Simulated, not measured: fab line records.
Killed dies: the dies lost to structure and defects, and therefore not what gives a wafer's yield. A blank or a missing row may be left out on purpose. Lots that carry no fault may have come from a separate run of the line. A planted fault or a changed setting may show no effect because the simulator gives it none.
Chamber matching	flow nand harc	NHARC_A_BLC_DESCUM_15 on rie diel-09: 4 sister chambers
The step chemistry O2, time 3 s. 27 wafers are shown with their chamber, then 12 later ones without.

WAFERS, EACH WITH ITS CHAMBER
wafer	chamber	oes product au (a.u.)	rf vpp V (V)	throttle valve pct (%)
L076.1	3	1.000	57.6	11.309
L076.2	1	1.022	55.7	11.309
L076.5	2	1.012	57.9	11.308
L078.1	2	1.007	57.8	11.311
L078.3	3	0.990	57.8	11.290
L078.6	3	0.989	57.9	11.315
L077.1	2	1.018	57.1	11.307
L077.2	3	0.992	56.0	11.326
L077.3	0	1.002	58.4	11.286
L077.4	1	1.005	58.8	11.318
L077.5	2	1.007	59.2	11.301
L077.6	3	0.990	58.8	11.316
L079.1	3	0.994	59.0	11.296
L079.3	1	1.014	57.4	11.307
L079.5	0	1.000	57.7	11.310
L081.1	1	1.012	57.9	11.297
L081.3	0	1.002	57.7	11.295
L081.5	2	1.002	59.2	11.296
L084.2	3	0.997	57.3	11.317
L084.5	1	0.993	57.0	11.299
L084.6	2	1.005	57.3	11.320
L086.2	0	0.999	57.6	11.308
L086.5	3	0.992	58.0	11.315
L086.6	0	0.992	58.0	11.320
L091.1	1	1.009	57.2	11.309
L091.3	3	0.993	58.3	11.305
L091.5	3	1.000	55.8	11.326

SIGNATURES (averages over the wafers above)
reading	chamber 0	chamber 1	chamber 2	chamber 3	scatter within a chamber
oes product au	0.99900	1.00917	1.00850	0.99370	0.00608
rf vpp V	57.880	57.333	58.083	57.650	0.931
throttle valve pct	11.30380	11.30650	11.30717	11.31150	0.0106
Rule: a wafer lies at a distance from a chamber equal to the root of the sum of squares, over the readings, of (its reading less the chamber's mean, divided by the reading's scatter). The wafer belongs to the nearest chamber; if the next one is less than 2 further off, it can't be placed. How the scatter is found: for the shown wafers, subtract from each reading the mean of its chamber, square and add these, divide the total by (wafers less chambers), then take the root.

WAFERS WITHOUT THEIR CHAMBER
wafer	oes product au (a.u.)	rf vpp V (V)	throttle valve pct (%)
L089.1	1.003	57.5	11.321
L089.3	1.000	56.7	11.301
L089.5	1.002	56.0	11.300
L095.1	0.989	56.2	11.302
L095.3	0.995	56.3	11.317
L095.6	1.002	56.1	11.308
L094.2	1.000	58.2	11.307
L094.4	1.005	57.2	11.311
L094.5	0.983	58.8	11.316
L096.1	0.997	58.3	11.317
L096.2	0.984	56.7	11.318
L096.3	0.996	56.4	11.315

WHICH CHAMBER EACH WENT THROUGH
wafer	from the rows above	in truth
L089.1	can't be placed: 2 or 1 or 3 or 0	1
L089.3	can't be placed: 0 or 1 or 3 or 2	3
L089.5	can't be placed: 1 or 0 or 3 or 2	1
L095.1	can't be placed: 3 or 0 or 1 or 2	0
L095.3	can't be placed: 3 or 0 or 1 or 2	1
L095.6	can't be placed: 1 or 0 or 3 or 2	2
L094.2	can't be placed: 0 or 3 or 2 or 1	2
L094.4	can't be placed: 1 or 2 or 0 or 3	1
L094.5	can't be placed: 3 or 0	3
L096.1	can't be placed: 3 or 0 or 2 or 1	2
L096.2	can't be placed: 3 or 0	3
L096.3	can't be placed: 3 or 0 or 1 or 2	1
0 of 12 placed correctly. Cannot be placed on the basis of these rows: 12; the candidates contain the true chamber in 12. Placed wrongly: 0.
